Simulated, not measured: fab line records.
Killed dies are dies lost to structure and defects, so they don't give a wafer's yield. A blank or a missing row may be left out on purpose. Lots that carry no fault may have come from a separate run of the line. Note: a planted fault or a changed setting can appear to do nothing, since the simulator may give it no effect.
fab line records ; flow n5Finfet
record: lots: 6; wafers: 18; lastDay: 17
route steps=1938 shown BEOL_M8@1377
lots that met no fault: from a run of the same line without faults
startH: hours from the record's opening day to when the first of the lot's shown wafers began ; waitH: hours since the lot's step before ; " unchanged from the row above ; L1.1+2: a row that stands for several wafers ; - no value, or no start was given ; * or withheld: withheld ; < > ~ a bound
route shown NAME@n: names a module that has steps shown in the file, with the first one's number in the route ; usual: average and standard deviation across the fault-free wafers ; same: alike in all rows ; chamber/n: place in a boat ; sites: readings site by site ; _std_site: the standard deviation of these ; _edge_site: the outer-site mean with the inner-site mean subtracted ; radiusMm: for every site, how far away it sits from the centre of the wafer ; mask NAME#n: copy n ; behind: the most recent tool/chamber to have shaped the wafer ; hold: why the lot was held/for how many hours/how that ended ; device: which transistor (n, p or np) failed to switch ; end of line: tests of these same wafers at the route's end ; for a step that has no rows: nothing shown but its recipe ; killed: dies lost to structure and defects at the first sort, not the wafer's yield ; map: shows each die of a wafer: x if killed, . if not, _ if none is there
set.NAME: the setting that was run; set.NAME@STEP: the one run at that earlier step ; model.NAME: the simulator's own value behind a step, which no gauge read
a table for each step, a row for each wafer; lots at some steps of the route
services: from which hour (startH, from the record's first day; less than 0 if before it) a tool's chamber was out of use, for how many hours, and why
== steps ==
step: N5_BEOL_M8_TRENCH_ETCH_37
recipe: chemistry: C4F6/O2; targetDepthA: 934.78; target: SiCOH_lowk; timeS: 31.2; ionEnergyEv: 250; pressureMtorr: 30; sourceW: 345; biasW: 185; Ar_flow_sccm: 300; C4F6_flow_sccm: 10; O2_flow_sccm: 10
usual: drypumpMotorCurrentA: 5.7/0.46; oes_o_777_au: 0.82/0.078; oesProductAu: 0.82/0.077; rfVppV: 673/11; showerheadPlenumPTorr: 2.85/0.093; throttleValvePct: 20.82/0.27
lot.wafer;tool;chamber;startH;waitH;drypumpMotorCurrentA;oes_o_777_au;oesProductAu;rfHoursCounterH;rfVppV;showerheadPlenumPTorr;throttleValvePct
L484.2;rieDiel-01;2;-;-;5.8;0.68;0.69;238;666;2.79;21.29
L484.4;rieDiel-01;3;-;-;5.2;0.81;0.83;61;679;2.78;20.99
L484.5;rieDiel-01;0;-;-;5.1;0.81;0.81;-;671;2.77;20.64
L486.1;rieDiel-03;3;-;-;5.7;0.79;0.81;113;678;2.98;20.94
L486.4;rieDiel-03;2;-;-;6.0;0.84;0.85;-;687;2.77;20.85
L486.5;rieDiel-03;3;-;-;5.6;0.79;0.81;-;676;2.98;20.94
L485.4;rieDiel-03;2;-;-;5.9;0.84;0.86;54;687;2.77;20.84
L485.5;rieDiel-03;1;-;-;6.8;0.90;0.88;-;684;2.76;20.68
L485.6;rieDiel-03;2;-;-;5.9;0.83;0.86;-;687;2.77;20.83
L489.1;rieDiel-05;0;-;-;5.5;0.80;0.80;86;677;2.96;20.44
L489.4;rieDiel-05;2;-;-;6.2;0.65;0.68;246;668;2.91;21.08
L489.5;rieDiel-05;2;-;-;6.2;0.65;0.67;-;668;2.91;21.08
L504.1;rieDiel-05;0;-;-;5.5;0.76;0.76;122;676;2.95;20.51
L504.4;rieDiel-05;0;-;-;5.5;0.75;0.76;-;676;2.95;20.52
L504.6;rieDiel-05;2;-;-;6.2;0.85;0.90;-;665;2.90;20.74
L505.3;rieDiel-05;2;-;-;6.2;0.86;0.89;22;667;2.90;20.75
L505.4;rieDiel-05;3;-;-;5.6;0.70;0.68;-;651;2.83;21.22
L505.6;rieDiel-05;0;-;-;5.6;0.76;0.75;-;677;2.95;20.50
step: N5_BEOL_M8_ETCH_41
recipe: chemistry: CH3F/O2; target: SiCN; targetDepthA: 319; taperDeg: 2; timeS: 57.8; ionEnergyEv: 120; maskMaterial: TiN; pressureMtorr: 30; sourceW: 395; biasW: 75; Ar_flow_sccm: 150; CH3F_flow_sccm: 30; O2_flow_sccm: 20
usual: drypumpMotorCurrentA: 5.7/0.46; oesProductAu: 0.82/0.077; rfVppV: 297.5/1.6; showerheadPlenumPTorr: 2.00/0.068; throttleValvePct: 16.22/0.26
lot.wafer;tool;chamber;startH;waitH;drypumpMotorCurrentA;oesProductAu;rfHoursCounterH;rfVppV;showerheadPlenumPTorr;throttleValvePct
L484.2;rieDiel-01;2;-;-;5.8;0.70;238;296.4;1.96;16.72
L484.4;rieDiel-01;3;-;-;5.2;0.84;61;295.5;1.95;16.36
L484.5;rieDiel-01;0;-;-;5.1;0.82;-;295.8;1.95;16.05
L486.1;rieDiel-03;3;-;-;5.6;0.81;113;298.7;2.10;16.32
L486.4;rieDiel-03;2;-;-;5.9;0.85;-;296.0;1.95;16.21
L486.5;rieDiel-03;3;-;-;5.6;0.81;-;300.2;2.10;16.33
L485.4;rieDiel-03;2;-;-;5.9;0.86;54;296.9;1.94;16.22
L485.5;rieDiel-03;1;-;-;6.7;0.89;-;296.9;1.94;16.10
L485.6;rieDiel-03;2;-;-;5.9;0.86;-;296.0;1.94;16.22
L489.1;rieDiel-05;0;-;-;5.5;0.79;86;300.0;2.09;15.89
L489.4;rieDiel-05;2;-;-;6.2;0.67;246;297.3;2.04;16.53
L489.5;rieDiel-05;2;-;-;6.2;0.67;-;299.1;2.04;16.54
L504.1;rieDiel-05;0;-;-;5.5;0.76;122;299.7;2.08;15.97
L504.4;rieDiel-05;0;-;-;5.5;0.76;-;300.4;2.08;15.97
L504.6;rieDiel-05;2;-;-;6.2;0.90;-;298.8;2.03;16.11
L505.3;rieDiel-05;2;-;-;6.2;0.90;22;298.4;2.03;16.10
L505.4;rieDiel-05;3;-;-;5.6;0.68;-;296.1;1.98;16.60
L505.6;rieDiel-05;0;-;-;5.6;0.76;-;298.1;2.08;15.97
step: N5_BEOL_M8_STRIP_80
recipe: chemistry: N2/H2; timeS: 10; powerW: 450; tempC: 40; pressureMtorr: 20; rfFrequencyHz: 6e+07; biasPowerW: 7; n2FlowSccm: 200; h2FlowSccm: 200
usual: drypumpMotorCurrentA: 5.8/0.47; oesProductAu: 0.82/0.077; rfVppV: 59.1/0.9; showerheadPlenumPTorr: 2.55/0.091; throttleValvePct: 23.58/0.29
lot.wafer;tool;chamber;startH;waitH;drypumpMotorCurrentA;oesProductAu;rfHoursCounterH;rfVppV;showerheadPlenumPTorr;throttleValvePct
L484.2;rieDiel-01;2;-;-;5.8;0.70;238;59.2;2.52;24.37
L484.4;rieDiel-01;3;-;-;5.2;0.85;61;58.7;2.47;23.52
L484.5;rieDiel-01;0;-;-;5.1;0.81;-;58.9;2.46;23.15
L486.1;rieDiel-03;3;-;-;5.6;0.82;113;60.2;2.67;23.87
L486.4;rieDiel-03;2;-;-;5.9;0.86;-;58.8;2.47;23.53
L486.5;rieDiel-03;3;-;-;5.6;0.82;-;59.8;2.67;23.86
L485.4;rieDiel-03;2;-;-;5.9;0.86;54;59.7;2.46;23.53
L485.5;rieDiel-03;1;-;-;6.7;0.89;-;58.7;2.47;23.45
L485.6;rieDiel-03;2;-;-;5.9;0.85;-;57.9;2.46;23.53
L489.1;rieDiel-05;0;-;-;5.5;0.80;86;59.6;2.66;23.14
L489.4;rieDiel-05;2;-;-;6.2;0.68;246;59.5;2.62;23.95
L489.5;rieDiel-05;2;-;-;6.2;0.68;-;60.8;2.62;23.94
L504.1;rieDiel-05;0;-;-;5.5;0.76;122;59.1;2.65;23.17
L504.4;rieDiel-05;0;-;-;5.5;0.76;-;59.8;2.65;23.17
L504.6;rieDiel-05;2;-;-;6.1;0.89;-;58.3;2.61;23.62
L505.3;rieDiel-05;2;-;-;6.2;0.92;22;59.2;2.61;23.63
L505.4;rieDiel-05;3;-;-;5.6;0.68;-;58.6;2.50;23.89
L505.6;rieDiel-05;0;-;-;5.5;0.77;-;59.3;2.65;23.16
step: N5_BEOL_M8_OCD_MEAS_38
usual: trenchDepthNm: 94.6/1.5
lot.wafer;tool;chamber;startH;waitH;trenchDepthNm
L484.2;ocd-02;-;209.58;-;92.2
L484.4;ocd-02;-;209.58;-;94.3
L484.5;ocd-02;-;209.58;-;94.3
L486.1;ocd-02;-;218.64;-;93.2
L486.4;ocd-02;-;218.64;-;95.4
L486.5;ocd-02;-;218.64;-;93.5
L485.4;ocd-02;-;228.89;-;97.0
L485.5;ocd-02;-;228.89;-;95.7
L485.6;ocd-02;-;228.89;-;97.7
L489.1;ocd-01;-;238.16;-;92.3
L489.4;ocd-01;-;238.16;-;92.6
L489.5;ocd-01;-;238.16;-;91.3
L504.1;ocd-02;-;327.67;-;92.9
L504.4;ocd-02;-;327.67;-;92.9
L504.6;ocd-02;-;327.67;-;93.5
L505.3;ocd-02;-;328.08;-;92.7
L505.4;ocd-02;-;328.08;-;91.6
L505.6;ocd-02;-;328.08;-;91.6
step: N5_BEOL_M8_HM_STRIP_39
recipe: chemistry: peroxideTinStrip; material: TiN; targetDepthA: 250; tempC: 50; timeS: 158
step: N5_BEOL_M8_SRD_40
recipe: timeS: 30; tempC: 23; rinseLiquid: diw; dry: ipaMarangoni
step: N5_BEOL_M8_PRECLEAN_42
recipe: chemistry: residueRemover; timeS: 60; tempC: 40
step: N5_BEOL_M8_SRD_43
recipe: timeS: 30; tempC: 23; rinseLiquid: diw; dry: ipaMarangoni
step: N5_BEOL_M8_CD_MEAS_35
recipe: targetCdNm: 40; polarity: opening
usual: cdNm: 39.8/0.56
lot.wafer;tool;chamber;startH;waitH;cdNm
L484.2;cdSem-02;-;209.74;0.0;39.1
L484.4;cdSem-02;-;209.74;0.0;40.2
L484.5;cdSem-02;-;209.74;0.0;38.9
L486.1;cdSem-03;-;218.89;0.0;39.7
L486.4;cdSem-03;-;218.89;0.0;40.5
L486.5;cdSem-03;-;218.89;0.0;40.2
L485.4;cdSem-01;-;229.04;0.0;39.7
L485.5;cdSem-01;-;229.04;0.0;41.0
L485.6;cdSem-01;-;229.04;0.0;39.6
L489.1;cdSem-03;-;238.32;0.0;39.6
L489.4;cdSem-03;-;238.32;0.0;40.0
L489.5;cdSem-03;-;238.32;0.0;40.0
L504.1;cdSem-02;-;327.82;0.0;40.6
L504.4;cdSem-02;-;327.82;0.0;40.3
L504.6;cdSem-02;-;327.82;0.0;40.0
L505.3;cdSem-03;-;328.23;0.0;40.5
L505.4;cdSem-03;-;328.23;0.0;39.4
L505.6;cdSem-03;-;328.23;0.0;39.8
step: N5_BEOL_M8_CURE_75
recipe: tempC: 370; timeS: 120; ambient: DMADMS/He; material: SiCOH_lowk
step: N5_BEOL_M8_DEGAS_44
recipe: ambient: vacuum; tempC: 250; timeS: 60
usual: heaterPowerW: 349/30
lot.wafer;tool;chamber;startH;waitH;heaterPowerW
L484.2;pvdSputter-03;-;211.33;1.4;334
L484.4;pvdSputter-03;-;211.33;1.4;308
L484.5;pvdSputter-03;-;211.33;1.4;390
L486.1;pvdSputter-03;-;219.71;0.5;334
L486.4;pvdSputter-03;-;219.71;0.5;368
L486.5;pvdSputter-03;-;219.71;0.5;388
L485.4;pvdSputter-03;-;229.73;0.2;368
L485.5;pvdSputter-03;-;229.73;0.2;364
L485.6;pvdSputter-03;-;229.73;0.2;311
L489.1;pvdSputter-03;-;238.91;0.3;382
L489.4;pvdSputter-03;-;238.91;0.3;307
L489.5;pvdSputter-03;-;238.91;0.3;308
L504.1;pvdSputter-03;-;328.24;0.3;356
L504.4;pvdSputter-03;-;328.24;0.3;305
L504.6;pvdSputter-03;-;328.24;0.3;330
L505.3;pvdSputter-01;-;328.70;0.3;333
L505.4;pvdSputter-01;-;328.70;0.3;367
L505.6;pvdSputter-01;-;328.70;0.3;281
step: N5_BEOL_M8_PRE_CLEAN_45
recipe: gas: H2/He; timeS: 30; tempC: 250
usual: heaterPowerW: 349/29
lot.wafer;tool;chamber;startH;waitH;heaterPowerW
L484.2;pvdSputter-03;-;211.37;0.0;338
L484.4;pvdSputter-03;-;211.37;0.0;303
L484.5;pvdSputter-03;-;211.37;0.0;381
L486.1;pvdSputter-03;-;219.75;0.0;336
L486.4;pvdSputter-03;-;219.75;0.0;365
L486.5;pvdSputter-03;-;219.75;0.0;374
L485.4;pvdSputter-03;-;229.77;0.0;369
L485.5;pvdSputter-03;-;229.77;0.0;357
L485.6;pvdSputter-03;-;229.77;0.0;316
L489.1;pvdSputter-03;-;238.95;0.0;387
L489.4;pvdSputter-03;-;238.95;0.0;309
L489.5;pvdSputter-03;-;238.95;0.0;308
L504.1;pvdSputter-03;-;328.28;0.0;365
L504.4;pvdSputter-03;-;328.28;0.0;310
L504.6;pvdSputter-03;-;328.28;0.0;330
L505.3;pvdSputter-01;-;328.74;0.0;335
L505.4;pvdSputter-01;-;328.74;0.0;378
L505.6;pvdSputter-01;-;328.74;0.0;280
step: N5_BEOL_M8_ALD_77
recipe: material: TaN; targetThkA: 20; tempC: 275; aldPrecursorFamily: PDMAT; aldCoReactant: NH3; pressureTorr: 3; carrierFlowSccm: 1500; pulseTimeS: 2; purgeTimeS: 3; coReactantPurgeTimeS: 2; coReactantPulseTimeS: 3; aldCycles: 40; precursorVesselTempC: 75; precursorVesselPressureTorr: 26.25; precursorVesselCarrierSccm: 1000
usual: aldCycles: 40/0; heaterPowerW: 405/20
same: coReactantPulseTimeS: 3
lot.wafer;tool;chamber;startH;waitH;aldCycles;heaterPowerW;model.TaN_of_BEOL_M8_ALD_77.thkNm
L484.2;aldMetal-04;2;211.43;0.0;40;375;2
L484.4;aldMetal-04;0;211.43;0.0;40;406;2
L484.5;aldMetal-04;0;211.43;0.0;40;399;2
L486.1;aldMetal-04;0;219.81;0.0;40;406;2
L486.4;aldMetal-04;1;219.81;0.0;40;437;2
L486.5;aldMetal-04;1;219.81;0.0;40;445;2
L485.4;aldMetal-04;2;229.98;0.2;49;377;2.4
L485.5;aldMetal-04;2;229.98;0.2;40;375;2
L485.6;aldMetal-04;3;229.98;0.2;40;400;2
L489.1;aldMetal-04;1;239.01;0.0;49;437;2.4
L489.4;aldMetal-04;2;239.01;0.0;49;369;2.4
L489.5;aldMetal-04;1;239.01;0.0;40;434;2
L504.1;aldMetal-04;0;328.34;0.0;40;412;2
L504.4;aldMetal-04;1;328.34;0.0;40;434;2
L504.6;aldMetal-04;3;328.34;0.0;40;393;2
L505.3;aldMetal-04;3;328.80;0.0;40;400;2
L505.4;aldMetal-04;2;328.80;0.0;40;372;2
L505.6;aldMetal-04;1;328.80;0.0;40;431;2
step: N5_BEOL_M8_SURFACE_TREAT_79
recipe: gas: Ar; timeS: *; ionEnergyEv: *; ionCurrentMaCm2: 0.5; pressureMtorr: *; arFlowSccm: 30
== services ==
tool;chamber;startH;hours;kind
rieDiel-03;0;190.42;-;clean
rieDiel-03;0;190.42;-;consumableReplace:esc
rieDiel-03;0;190.42;-;consumableReplace:focusRing
rieDiel-03;0;190.42;-;consumableReplace:showerhead
rieDiel-03;0;190.42;35.4;scheduledDown
rieDiel-03;0;190.42;35.4;ventCycle
rieDiel-05;1;213.01;3.8;repair
aldMetal-04;-;240.61;4.3;pm
rieDiel-05;2;241.53;4.6;repair
rieDiel-01;2;242.59;-;clean
rieDiel-01;2;242.59;-;consumableReplace:focusRing
rieDiel-01;2;242.59;22.9;scheduledDown
rieDiel-01;2;242.59;22.9;ventCycle
rieDiel-05;2;253.64;-;clean
rieDiel-05;2;253.64;-;consumableReplace:focusRing
rieDiel-05;2;253.64;17.4;scheduledDown
rieDiel-05;2;253.64;17.4;ventCycle
rieDiel-03;0;277.30;4.8;repair
aldMetal-04;0;281.30;1.5;repair
rieDiel-01;0;293.25;34.3;repair
rieDiel-05;2;294.72;3.8;repair
rieDiel-05;0;303.23;6.3;repair
aldMetal-04;0;308.46;3.1;repair
== key ==
firstSign: step: N5_BEOL_M8_ALD_77; reading: aldCycles; direction: up; sigmas: 99+; usual: *; struck: *
effect none on later readings
modelEffect: step: N5_BEOL_M8_ALD_77; value: TaN_of_BEOL_M8_ALD_77.thkNm; without: 2; struck: 2.4
metAt N5_BEOL_M8_ALD_77
struckWafers L485.4,L489.1,L489.4
onsetBetween 219.81 229.98
fault: kind: processParameterDrift; tool: aldMetal-04; chamber: -; onsetH: 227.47; steps: N5_BEOL_M8_ALD_77; channel: aldCycles; offset: *; shape: step; endH: 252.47; scope: struckWafersOnly; actsIn: *; stated: *
